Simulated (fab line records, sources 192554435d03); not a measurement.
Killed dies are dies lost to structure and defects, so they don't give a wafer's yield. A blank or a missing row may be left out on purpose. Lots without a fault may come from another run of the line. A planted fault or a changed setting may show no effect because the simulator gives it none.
A struck lot beside a sound one | flow n5_finfet | 14 steps out of a route of 1938
Sound: wafers L800.2, L800.4, L800.5. Struck: wafers L802.1, L802.3, L802.5. The cause comes at the end.
At each step with rows: each side's tool, then ch and its chambers, then its first start. Under that, the readings that differ: sound wafers | struck wafers | difference of the means | sigmas: that difference in standard deviations of wafers without a fault.
alike: readings whose means differ by less than 2 such deviations, and words and numbers that are the same on both sides. not compared: withheld readings, readings that some wafer has no value for, bounds like >300 that may hide the same value, and numbers for which the record gives no deviation and whose values overlap.
The two part at a step that has a row with sigmas, a row that says differs or no value, or rows on one side only. Numbers that don't overlap but have no deviation are shown without sigmas and don't part them. A reading that every wafer of one side lacks parts them only if that side has two wafers or more.

first, 2 steps without rows for these wafers: N5_BEOL_M8_PRECLEAN_42 (cleans in residue remover, time 60 s); N5_BEOL_M8_SRD_43 (time 30 s).
N5_BEOL_M8_CD_MEAS_35: target cd 40 nm.
  sound on cd_sem-01, day 11 06:56; struck on cd_sem-03, day 13 04:19
  alike: cd_nm
N5_BEOL_M8_CURE_75: cures SiCOH lowk, time 120 s.
  sound on uv_cure-03 ch 0, day 11 07:01; struck on uv_cure-02 ch 0, day 13 04:21
  alike: lamp_power_pct, wafer_temp_C_max
N5_BEOL_M8_DEGAS_44: time 60 s.
  sound on pvd_sputter-01, day 11 07:17; struck on pvd_sputter-01, day 13 04:53
  alike: heater_power_w
N5_BEOL_M8_PRE_CLEAN_45: time 30 s.
  sound on pvd_sputter-01, day 11 07:20; struck on pvd_sputter-01, day 13 04:56
  alike: heater_power_w
then, 3 steps without rows for these wafers: N5_BEOL_M8_ALD_77 (deposits TaN, target thk 2 nm, pulse time 2 s, purge time 3 s); N5_BEOL_M8_SURFACE_TREAT_79; N5_BEOL_M8_CVD_78 (deposits Co from CCTBA/H2, target thk 2 nm, time 142.3 s).
N5_BEOL_M8_SPUTTER_48: material Cu, target thk 10 nm, time 1.667 s.
  sound on pvd_sputter-02, day 11 07:56; struck on pvd_sputter-01, day 13 05:41
  alike: chamber_pressure_pa, throttle_valve_pct
then, 1 step without rows for these wafers: N5_BEOL_M8_ECD_50 (material Cu, target thk 300 nm).
N5_BEOL_M8_ANNEAL_51: time 90 s.
  sound on rtp_anneal-01 ch 0, day 11 09:02; struck on rtp_anneal-02 ch 0, day 13 05:54
  alike: wafer_temp_C_max
N5_BEOL_M8_CMP_52: polishes, stops on SiCOH lowk, t overpolish 6.9 s, target thk 80 nm.
  sound on cmp-02 ch 0,1, day 11 09:18; struck on cmp-02 ch 1,2,3, day 13 06:12
  reading                      | sound          | struck         | difference | sigmas
  barrier_field_endpoint_s (s) | 30.1 30.3 30.8 | 16.6 16.7 17.2 | -13.6      | -15
  time_to_endpoint_s (s)       | 67 65 68       | 38 37 42       | -28        | -7
  alike: clearing_platen_down_force_psi, motor_current_A, overpolish_run_s
N5_PASSIVATION_PROBE_49:
  the record has rows for the sound wafers here (prober-01, day 14 14:19) and none for the struck ones

WHERE THEY PART
First at N5_BEOL_M8_CMP_52; last, within this record, at N5_PASSIVATION_PROBE_49.

WHY: what the simulator had put in
Process parameter drift: cmp-02, from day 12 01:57 on, at N5_BEOL_M8_CMP_52. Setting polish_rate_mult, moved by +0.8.
